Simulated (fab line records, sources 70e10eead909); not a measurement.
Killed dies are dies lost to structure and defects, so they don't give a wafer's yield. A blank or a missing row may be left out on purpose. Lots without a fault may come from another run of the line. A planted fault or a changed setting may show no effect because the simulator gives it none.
fab line records | flow nand_harc
record lots=6 wafers=17 last_day=33
route steps=1302 shown A_STAIRCASE@700 END@1302
lots that met no fault: from a run of the same line without faults
start_h: hours from the record's first day to the start of the lot's first wafer shown | wait_h: hours since the lot's step before | " the same as in the row above | L1.1+2: a row that stands for several wafers | - no value, or no start given | * or withheld: withheld | < > ~ a bound
route shown NAME@n: a module of which the file shows steps, and the number in the route of the first | usual: mean/standard deviation of fault-free wafers | same: alike in all rows | chamber/n: place in a boat | sites: the reading at each site | _std_site: their standard deviation | _edge_site: outer sites' mean less inner sites' | radius_mm: how far each site lies from the wafer's centre | mask NAME#n: copy n | behind: the tool/chamber that last shaped the wafer | hold: why the lot was held/for how many hours/how that ended | device: the transistor (n, p or np) that didn't switch | end of line: the same wafers' tests at the end of the route | a step without rows: its recipe alone | killed: dies lost to structure and defects at the first sort, not the wafer's yield | map: a wafer's dies, x killed, . not, _ none there
set.NAME: the setting as run; set.NAME@STEP: as run at that earlier step | model.NAME: the simulator's own value behind a step, which no gauge read
lots at some steps of the route; a table a step, a row a wafer
services: from which hour (start_h, from the record's first day; less than 0 if before it) a tool's chamber was out of use, for how many hours, and why
## steps
# step NHARC_A_STAIRCASE_DESCUM_186
# recipe time_s=3 o2_flow_sccm=200 ar_flow_sccm=0 bias_power_w=0 chemistry=O2
# usual drypump_motor_current_A=5.5/0.51 oes_product_au=1.000/0.0073 rf_vpp_V=57.6/0.87 showerhead_plenum_p_Torr=1.88/0.067 throttle_valve_pct=11.311/0.0098
# same time_s=3
# columns lot.wafer tool chamber start_h wait_h drypump_motor_current_A oes_product_au rf_hours_counter_h rf_vpp_V showerhead_plenum_p_Torr throttle_valve_pct
L119.3 rie_diel-04 2 396.12 - 5.1 1.017 9 57.9 1.81 11.305
L119.4 " 3 " " 6.2 1.006 9 57.3 1.94 11.332
L119.2 " 1 " " 5.9 1.001 9 58.5 1.88 11.306
L122.1 rie_diel-02 1 438.04 - 5.7 0.998 12 60.3 2.07 11.325
L122.4 " 0 " " 5.1 0.999 - 56.6 1.84 11.314
L122.5 " 2 " " 5.7 0.997 - 56.9 1.93 11.331
L124.2 rie_diel-04 2 452.27 - 5.1 0.988 27 57.6 1.81 11.302
L124.4 " 3 " " 6.1 0.992 28 58.0 1.93 11.305
L124.1 " 0 " " 5.7 1.001 31 56.8 1.83 11.316
L129.2 rie_diel-04 2 502.28 - 5.1 0.989 42 55.9 1.80 11.308
L129.1 " 3 " " 6.1 0.992 42 56.9 1.93 11.304
L129.5 " 2 " " 5.1 0.996 - 57.8 1.80 11.298
L137.2 rie_diel-05 3 574.89 - 4.9 0.994 51 57.4 1.81 11.317
L137.6 " 1 " " 4.8 0.998 - 57.8 1.94 11.322
L138.3 rie_diel-02 2 589.12 - 5.7 1.009 2 59.7 1.92 11.315
L138.4 " 3 " " 5.6 0.998 2 57.6 1.77 11.299
L138.2 " 1 " " 5.7 1.000 2 58.1 2.05 11.316
# step NHARC_A_STAIRCASE_TRIM_187
# recipe time_s=211.2 o2_flow_sccm=500 ar_flow_sccm=0 bias_w=0 chemistry=O2
# step NHARC_A_STAIRCASE_ETCH_188
# recipe target_depth_a=1000 time_s=40.5 ion_energy_ev=400 c4f8_flow_sccm=20 o2_flow_sccm=10 ar_flow_sccm=withheld rf_w=600 bias_w=1000 chemistry=C4F8/O2
# usual oes_product_au=0.941/0.013 rf_vpp_V=894/4.4
# same time_s=40.5
# columns lot.wafer tool chamber start_h wait_h oes_product_au rf_hours_counter_h rf_vpp_V
L119.4 rie_diel-04 2 - - 0.933 10 890
L119.3 " 0 " " 0.921 9 891
L119.2 " 1 " " 0.927 9 893
L122.1 rie_diel-02 0 - - 0.942 12 891
L122.5 " 1 " " 0.944 - 906
L122.4 " 2 " " 0.946 - 898
L124.4 rie_diel-04 2 - - 0.942 27 889
L124.1 " 0 " " 0.977 31 891
L124.2 " 1 " " 0.941 31 894
L129.2 rie_diel-04 3 - - 0.942 42 896
L129.1 " 0 " " 0.942 47 890
L129.5 " 2 " " 0.928 - 889
L137.2 rie_diel-05 1 - - 0.943 54 897
L137.6 " 1 " " 0.939 - 898
L138.4 rie_diel-02 2 - - 0.941 2 896
L138.3 " 0 " " 0.946 2 889
L138.2 " 1 " " 0.944 2 904
# step NHARC_A_STAIRCASE_TRIM_189
# recipe time_s=211.2 o2_flow_sccm=500 ar_flow_sccm=0 bias_w=0 chemistry=O2
# usual drypump_motor_current_A=5.5/0.51 oes_product_au=0.999/0.008 rf_vpp_V=57.6/0.89 run_length_s=232.5/0.47 showerhead_plenum_p_Torr=3.47/0.11 throttle_valve_pct=17.035/0.0099
# same time_s=211.2
# columns lot.wafer tool chamber start_h wait_h drypump_motor_current_A oes_product_au rf_hours_counter_h rf_vpp_V run_length_s showerhead_plenum_p_Torr throttle_valve_pct
L119.2 rie_diel-04 0 - - 5.6 1.001 9 58.2 233.0 3.40 17.032
L119.3 " 1 " " 5.9 0.993 10 58.4 232.5 3.46 17.046
L119.4 " 2 " " 5.2 0.994 10 58.7 232.0 3.35 17.027
L122.1 rie_diel-02 1 - - 5.7 0.991 12 58.9 233.1 3.80 17.037
L122.4 " 2 " " 5.7 1.006 - 56.0 232.3 3.56 17.033
L122.5 " 0 " " 5.1 0.999 - 57.7 231.8 3.41 17.028
L124.4 rie_diel-04 1 - - 5.9 0.993 31 57.5 232.7 3.45 17.042
L124.1 " 2 " " 5.2 0.991 28 57.2 232.3 3.34 17.027
L124.2 " 3 " " 6.2 0.979 28 57.1 232.3 3.56 17.037
L129.1 rie_diel-04 1 - - 5.9 1.004 46 56.9 232.4 3.44 17.035
L129.2 " 2 " " 5.1 1.003 42 57.6 231.8 3.33 17.041
L129.5 " 1 " " 5.9 0.994 - 58.6 232.4 3.44 17.038
L137.2 rie_diel-05 0 - - 6.1 0.999 53 57.2 232.1 3.49 17.048
L137.6 " 0 " " 6.1 1.000 - 56.9 233.0 3.49 17.047
L138.2 rie_diel-02 2 - - 5.7 1.000 2 56.6 232.6 3.53 17.027
L138.4 " 3 " " 5.6 1.008 2 56.6 233.4 3.29 17.013
L138.3 " 1 " " 5.7 1.003 2 59.6 232.5 3.77 17.059
# step NHARC_A_STAIRCASE_ETCH_190
# recipe target_depth_a=1000 time_s=40.5 ion_energy_ev=400 c4f8_flow_sccm=20 o2_flow_sccm=10 ar_flow_sccm=withheld rf_w=600 bias_w=1000 chemistry=C4F8/O2
# step NHARC_A_STAIRCASE_TRIM_191
# recipe time_s=211.2 o2_flow_sccm=500 ar_flow_sccm=0 bias_w=0 chemistry=O2
# step NHARC_A_STAIRCASE_ETCH_192
# recipe target_depth_a=1000 time_s=40.5 ion_energy_ev=400 c4f8_flow_sccm=20 o2_flow_sccm=10 ar_flow_sccm=withheld rf_w=600 bias_w=1000 chemistry=C4F8/O2
# usual oes_product_au=0.941/0.009 rf_vpp_V=894/4.3
# same time_s=40.5
# columns lot.wafer tool chamber start_h wait_h oes_product_au rf_hours_counter_h rf_vpp_V
L119.4 rie_diel-04 1 - - 0.944 10 894
L119.2 " 3 " " 0.931 9 897
L119.3 " 0 " " 0.928 9 893
L122.1 rie_diel-02 0 - - 0.941 12 890
L122.5 " 0 " " 0.940 - 893
L122.4 " 1 " " 0.939 - 905
L124.2 rie_diel-04 2 - - 0.930 28 889
L124.4 " 3 " " 0.933 28 897
L124.1 " 1 " " 0.935 31 893
L129.2 rie_diel-04 3 - - 0.933 42 898
L129.1 " 0 " " 0.939 47 890
L129.5 " 2 " " 0.934 - 888
L137.2 rie_diel-05 0 - - 0.941 54 894
L137.6 " 1 " " 0.934 - 898
L138.3 rie_diel-02 3 - - 0.947 2 888
L138.2 " 0 " " 0.946 2 892
L138.4 " 1 " " 0.937 3 904
# step NHARC_A_STAIRCASE_TRIM_193
# recipe time_s=211.2 o2_flow_sccm=500 ar_flow_sccm=0 bias_w=0 chemistry=O2
# step NHARC_A_STAIRCASE_ETCH_194
# recipe target_depth_a=1000 time_s=40.5 ion_energy_ev=400 c4f8_flow_sccm=20 o2_flow_sccm=10 ar_flow_sccm=withheld rf_w=600 bias_w=1000 chemistry=C4F8/O2
# step NHARC_A_STAIRCASE_TRIM_196
# recipe time_s=211.2 o2_flow_sccm=500 ar_flow_sccm=0 bias_w=0 chemistry=O2
# step NHARC_A_STAIRCASE_ETCH_197
# recipe target_depth_a=1000 time_s=40.5 ion_energy_ev=400 c4f8_flow_sccm=20 o2_flow_sccm=10 ar_flow_sccm=withheld rf_w=600 bias_w=1000 chemistry=C4F8/O2
# step NHARC_A_STAIRCASE_TRIM_198
# recipe time_s=211.2 o2_flow_sccm=500 ar_flow_sccm=0 bias_w=0 chemistry=O2
# usual drypump_motor_current_A=5.6/0.52 oes_product_au=1.000/0.0077 rf_vpp_V=57.6/0.87 run_length_s=232.4/0.43 showerhead_plenum_p_Torr=3.47/0.11 throttle_valve_pct=17.037/0.0083
# columns lot.wafer tool chamber start_h wait_h drypump_motor_current_A oes_product_au rf_hours_counter_h rf_vpp_V run_length_s showerhead_plenum_p_Torr throttle_valve_pct
L119.2 rie_diel-04 2 397.76 - 5.2 1.004 10 57.2 231.7 3.35 17.030
L119.4 " 0 " " 5.7 1.007 10 56.0 232.8 3.40 17.024
L119.3 " 1 " " 5.9 1.010 10 58.1 232.7 3.46 17.048
L122.4 rie_diel-05 3 439.61 - 4.9 0.993 5 56.8 233.4 3.38 17.037
L122.1 " 0 " " 6.1 1.009 5 58.7 232.2 3.52 17.037
L122.5 " 1 " " 4.8 1.000 - 59.1 232.6 3.61 17.026
L124.4 rie_diel-04 1 453.71 - 5.9 0.998 31 59.1 232.1 3.45 17.034
L124.2 " 2 " " 5.2 0.984 28 58.3 232.1 3.34 17.040
L124.1 " 3 " " 6.2 0.993 28 57.3 232.1 3.56 17.037
L129.1 rie_diel-05 1 503.67 - 4.8 1.005 29 57.8 232.3 3.60 17.042
L129.2 " 3 " " 4.9 1.005 27 57.5 233.4 3.37 17.034
L129.5 " 2 " " 6.2 0.995 - 57.2 232.5 3.46 17.054
L137.2 rie_diel-04 3 577.31 - 6.1 1.000 11 57.4 239.1 3.54 17.038
L137.6 " 2 " " 5.1 0.992 - 56.8 238.8 3.32 17.041
L138.2 rie_diel-04 2 591.12 - 5.2 1.003 15 56.7 238.4 3.32 17.032
L138.3 " 0 " " 5.6 1.012 12 58.4 233.4 3.37 17.027
L138.4 " 1 " " 5.9 0.998 19 59.1 232.3 3.43 17.038
# step NHARC_A_STAIRCASE_ETCH_199
# recipe target_depth_a=1000 time_s=40.5 ion_energy_ev=400 c4f8_flow_sccm=20 o2_flow_sccm=10 ar_flow_sccm=withheld rf_w=600 bias_w=1000 chemistry=C4F8/O2
# usual oes_product_au=0.948/0.015 rf_vpp_V=894/3.8
# same time_s=40.5
# columns lot.wafer tool chamber start_h wait_h oes_product_au rf_hours_counter_h rf_vpp_V
L119.4 rie_diel-04 2 - - 0.942 10 888
L119.2 " 3 " " 0.936 10 898
L119.3 " 1 " " 0.953 10 894
L122.4 rie_diel-05 0 - - 0.975 5 896
L122.1 " 2 " " 0.946 5 894
L122.5 " 3 " " 0.971 - 892
L124.4 rie_diel-04 2 - - 0.948 28 889
L124.1 " 3 " " 0.935 28 897
L124.2 " 0 " " 0.936 31 891
L129.1 rie_diel-05 0 - - 0.963 29 896
L129.2 " 2 " " 0.942 27 892
L129.5 " 0 " " 0.955 - 895
L137.2 rie_diel-04 3 - - 0.937 12 897
L137.6 " 1 " " 0.944 - 893
L138.4 rie_diel-04 0 - - 0.938 12 890
L138.3 " 1 " " 0.925 19 894
L138.2 " 3 " " 0.933 17 897
# step NHARC_END_SORT_01
# recipe temp_c=25
# usual killed_at_array=53/18 killed_at_other=0.9/1.3 killed_at_periphery=4/3.1 killed_dies=58/18 killed_open=3.4/2 killed_short=2.5/1.8
# same gross_dies=677
# columns lot.wafer tool chamber start_h wait_h killed_at_array killed_at_other killed_at_periphery killed_dies killed_open killed_short
L119.2 prober-02 0 595.31 2.8 49 1 3 53 1 4
L119.3 prober-02 0 596.12 3.1 47 0 1 48 1 1
L119.4 prober-02 0 596.93 3.4 51 3 0 54 2 1
L122.1 prober-02 0 646.63 2.5 33 2 5 40 3 4
L122.4 prober-02 0 649.05 3.4 31 5 2 38 6 2
L122.5 prober-02 0 649.85 3.7 32 7 7 46 3 2
L124.1 prober-01 0 656.13 2.6 56 1 8 65 6 6
L124.2 prober-01 0 656.93 2.9 60 1 9 70 5 4
L124.4 prober-01 0 658.54 3.4 70 1 6 77 2 1
# killed by level:class
L119.2 A_SLIT:chamber_film_flake=24 A_CONTACT:chamber_film_flake=9 A_CHANNEL_HOLE_D2:chamber_film_flake=8 A_CHANNEL_HOLE_D1:chamber_film_flake=5 A_CHANNEL_FILL_D2:geometric_particle:short=2 P_M0:geometric_particle:open=1 P_M2:geometric_particle:short=1 P_BONDPAD:geometric_particle:short=1
L119.3 A_SLIT:chamber_film_flake=26 A_CHANNEL_HOLE_D2:chamber_film_flake=10 A_CONTACT:chamber_film_flake=5 A_CHANNEL_HOLE_D1:chamber_film_flake=3 A_SOURCE_PLATE:geometric_particle:open=1 A_CHANNEL_HOLE_D2:geometric_particle:short=1 P_M1:chamber_film_flake=1 A_M1:chamber_film_flake=1
L119.4 A_SLIT:chamber_film_flake=31 A_CHANNEL_HOLE_D2:chamber_film_flake=10 A_CHANNEL_HOLE_D1:chamber_film_flake=3 A_CONTACT:chamber_film_flake=2 THIN_TSV:chamber_film_flake=2 A_DECK1_JOINT:geometric_particle:open=1 A_M0:geometric_particle:open=1 STARTING-WAFER:geometric_particle:short=1
L122.1 A_CHANNEL_HOLE_D2:chamber_film_flake=19 A_CHANNEL_HOLE_D1:chamber_film_flake=5 P_BONDPAD:chamber_film_flake=3 A_ONON_D1:geometric_particle:open=2 THIN_TSV:chamber_film_flake=2 P_GATE:geometric_particle:short=1 A_ONON_D1:geometric_particle:short=1 A_CHANNEL_FILL_D1:geometric_particle:short=1
L122.4 A_CHANNEL_HOLE_D2:chamber_film_flake=13 THIN_TSV:chamber_film_flake=4 A_WL_FILL:chamber_film_flake=3 A_CONTACT:chamber_film_flake=3 A_SGD_CUT:chamber_film_flake=2 A_SOURCE_PLATE:geometric_particle:short=1 A_ONON_D1:geometric_particle:open=1 A_ONON_D2:geometric_particle:open=1
L122.5 A_CHANNEL_HOLE_D2:chamber_film_flake=15 THIN_TSV:chamber_film_flake=7 P_BONDPAD:chamber_film_flake=4 A_CHANNEL_HOLE_D1:chamber_film_flake=4 A_DECK1_JOINT:chamber_film_flake=4 P_GATE:chamber_film_flake=2 A_CONTACT:chamber_film_flake=2 P_M1:geometric_particle:short=1
L124.1 A_CHANNEL_HOLE_D1:chamber_film_flake=19 A_CHANNEL_HOLE_D2:chamber_film_flake=14 A_CONTACT:chamber_film_flake=7 A_ONON_D2:geometric_particle:short=3 P_BONDPAD:chamber_film_flake=3 A_ONON_D1:geometric_particle:short=2 A_CHANNEL_FILL_D2:geometric_particle:open=2 A_STAIRCASE:chamber_film_flake=2
L124.2 A_CHANNEL_HOLE_D1:chamber_film_flake=29 A_CHANNEL_HOLE_D2:chamber_film_flake=14 P_BONDPAD:chamber_film_flake=4 A_CONTACT:chamber_film_flake=4 A_CHANNEL_FILL_D2:geometric_particle:short=2 A_SLIT:chamber_film_flake=2 P_CONTACT:geometric_particle:open=1 P_M0:geometric_particle:open=1
L124.4 A_CHANNEL_HOLE_D1:chamber_film_flake=41 A_CHANNEL_HOLE_D2:chamber_film_flake=15 A_CONTACT:chamber_film_flake=6 P_CONTACT:chamber_film_flake=3 A_STAIRCASE:chamber_film_flake=3 P_CONTACT:geometric_particle:open=1 P_M0:geometric_particle:open=1 A_DECK1_JOINT:geometric_particle:short=1
## services
# columns tool chamber start_h hours kind
rie_diel-04 0 389.23 - clean
rie_diel-04 1 389.23 - clean
rie_diel-04 2 389.23 - clean
rie_diel-04 3 389.23 - clean
rie_diel-02 3 394.60 6.4 repair
rie_diel-02 - 394.95 9.0 pm
rie_diel-05 - 406.75 9.0 pm
rie_diel-04 0 413.92 - clean
rie_diel-04 1 413.92 - clean
rie_diel-04 2 413.92 - clean
rie_diel-04 3 413.92 - clean
rie_diel-04 0 439.05 - clean
rie_diel-04 1 439.05 - clean
rie_diel-04 2 439.05 - clean
rie_diel-04 3 439.05 - clean
rie_diel-04 0 463.55 - clean
rie_diel-04 1 463.55 - clean
rie_diel-04 2 463.55 - clean
rie_diel-02 2 485.22 11.9 repair
rie_diel-04 - 518.10 0.4 repair
rie_diel-04 - 532.73 9.0 pm
rie_diel-04 0 556.36 9.9 repair
rie_diel-02 - 571.95 9.0 pm
rie_diel-04 2 578.68 6.6 repair
## key
first_sign step=NHARC_A_STAIRCASE_TRIM_198 reading=run_length_s direction=up sigmas=15 usual=* struck=*
effect none on later readings
met_at NHARC_A_STAIRCASE_TRIM_198
struck_wafers L137.2,L137.6,L138.2
tester_left_out L137,L138
onset_between 453.71 577.31
fault kind=process_parameter_drift tool=rie_diel-04 chamber=- onset_h=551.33 steps=NHARC_A_STAIRCASE_TRIM_198 channel=time_s offset=* shape=step end_h=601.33 scope=struck_wafers_only acts_in=* stated=*
# tester_left_out: of these lots the tester's yield and bins aren't shown, on N5 and GAA mostly nor the transistor test; their killed dies are dies lost to structure and defects alone, not to doping, threshold or leakage, so they don't give the yield
